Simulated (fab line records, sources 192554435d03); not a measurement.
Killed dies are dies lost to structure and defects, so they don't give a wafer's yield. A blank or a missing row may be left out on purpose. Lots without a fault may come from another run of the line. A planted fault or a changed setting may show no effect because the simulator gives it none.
Chamber matching | flow n5_finfet | N5_BEOL_M11_ETCH_66 on rie_diel-06: 4 sister chambers
The step etches SOC in N2/H2, target depth 120 nm, overetch 24 nm, time 180 s. 7 wafers are shown with their chamber, then 8 later ones without.

WAFERS WITH THEIR CHAMBER
wafer  | chamber | showerhead_plenum_p_Torr (Torr) | throttle_valve_pct (%)
L080.5 | 0       | 2.61                            | 18.49
L089.1 | 3       | 2.41                            | 17.65
L089.4 | 1       | 2.43                            | 18.12
L090.1 | 3       | 2.41                            | 17.64
L090.3 | 2       | 2.43                            | 18.22
L090.4 | 1       | 2.43                            | 18.12
L092.3 | 2       | 2.42                            | 18.23

WAFERS WITHOUT THEIR CHAMBER
wafer  | showerhead_plenum_p_Torr (Torr) | throttle_valve_pct (%)
L092.5 | 2.43                            | 18.23
L092.6 | 2.61                            | 18.04
L094.1 | 2.42                            | 18.23
L094.2 | 2.42                            | 18.16
L094.4 | 2.42                            | 18.15
L095.2 | 2.42                            | 18.18
L095.4 | 2.42                            | 18.27
L095.6 | 2.42                            | 18.17

WHICH CHAMBER EACH WENT THROUGH
wafer  | from the rows above     | in truth
L092.5 | 2                       | 2
L092.6 | 1                       | 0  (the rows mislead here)
L094.1 | 2                       | 2
L094.2 | 1                       | 1
L094.4 | 1                       | 1
L095.2 | 2                       | 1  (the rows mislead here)
L095.4 | 2                       | 2
L095.6 | can't be placed: 1 or 2 | 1
Placed correctly: 5 of 8. Can't be placed from these rows: 1 (the true chamber is among the candidates in 1). Placed wrongly: 2.
How it was worked out, from the rows above alone: a wafer's distance from a chamber is the root of the sum, over the readings, of the square of ((its reading less the chamber's mean) divided by the reading's scatter). The wafer belongs to the nearest chamber; if the next one is less than 2 further off, it can't be placed. A chamber's mean is the mean of its shown wafers. The scatter: the root of (the sum of the squares of (reading less its chamber's mean) over the shown wafers, divided by (wafers less chambers)).
